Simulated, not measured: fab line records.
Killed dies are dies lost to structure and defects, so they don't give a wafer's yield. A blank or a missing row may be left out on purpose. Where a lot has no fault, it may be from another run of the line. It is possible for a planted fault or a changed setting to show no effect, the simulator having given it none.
Chamber matching	flow n5-finfet	4 sister chambers for N5_DUMMY_GATE_HM_OPEN_21 on rie-diel-02
The step chemistry CH3F/O2, target SiNx, target depth 120 nm, time 171.4 s. 16 wafers are shown with their chamber, then 8 later ones without.

WAFERS PAIRED WITH THEIR CHAMBERS
wafer	chamber	showerhead-plenum-p-Torr (Torr)	drypump-motor-current-A (A)	throttle-valve-pct (%)
L077.1	1	2.08	4.9	16.49
L077.3	0	1.91	5.3	16.42
L077.6	1	2.08	4.9	16.50
L076.1	2	2.02	5.6	16.20
L076.3	3	2.11	5.2	16.64
L076.6	3	2.11	5.1	16.64
L084.2	2	2.02	5.6	16.22
L084.3	1	2.07	4.9	16.53
L084.5	3	2.11	5.2	16.66
L088.1	2	2.01	5.6	16.24
L088.4	0	1.90	5.3	16.46
L088.5	0	1.90	5.4	16.47
L089.1	3	2.11	5.2	16.69
L089.5	1	2.07	4.9	16.52
L089.6	2	2.01	5.6	16.23
L090.1	1	2.07	4.9	16.54

SIGNATURES, as means of the wafers listed above
reading	chamber 0	chamber 1	chamber 2	chamber 3	scatter within a chamber
showerhead-plenum-p-Torr	1.9033	2.0740	2.0150	2.1100	0.00489
drypump-motor-current-A	5.333	4.900	5.600	5.175	0.0344
throttle-valve-pct	16.4500	16.5160	16.2225	16.6575	0.0217
Rule: for each reading, subtract the chamber's mean from the wafer's reading, divide by that reading's scatter and square the result; add these up over the readings and take the root, which gives the wafer's distance from the chamber. The wafer belongs to the nearest chamber; if the next one is less than 2 further off, it can't be placed. The scatter: the root of (the sum of the squares of (reading less its chamber's mean) over the shown wafers, divided by (wafers less chambers)).

WAFERS MISSING THEIR CHAMBER
wafer	showerhead-plenum-p-Torr (Torr)	drypump-motor-current-A (A)	throttle-valve-pct (%)
L090.3	1.90	5.4	16.47
L090.5	1.90	5.3	16.47
L094.1	2.10	5.2	16.71
L094.5	2.10	5.2	16.70
L094.6	2.06	4.9	16.56
L097.1	2.15	5.3	16.00
L097.2	2.01	5.6	16.27
L097.3	2.10	5.2	16.71

WHICH CHAMBER EACH ONE RAN IN
wafer	from the rows above	in truth
L090.3	0	0
L090.5	0	0
L094.1	3	3
L094.5	3	3
L094.6	1	1
L097.1	can't be placed: 1 or 2 or 3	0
L097.2	2	2
L097.3	3	3
7 of 8 placed correctly. These rows do not allow placing 1 (true chamber among the candidates in 0). Placed wrongly: 0.
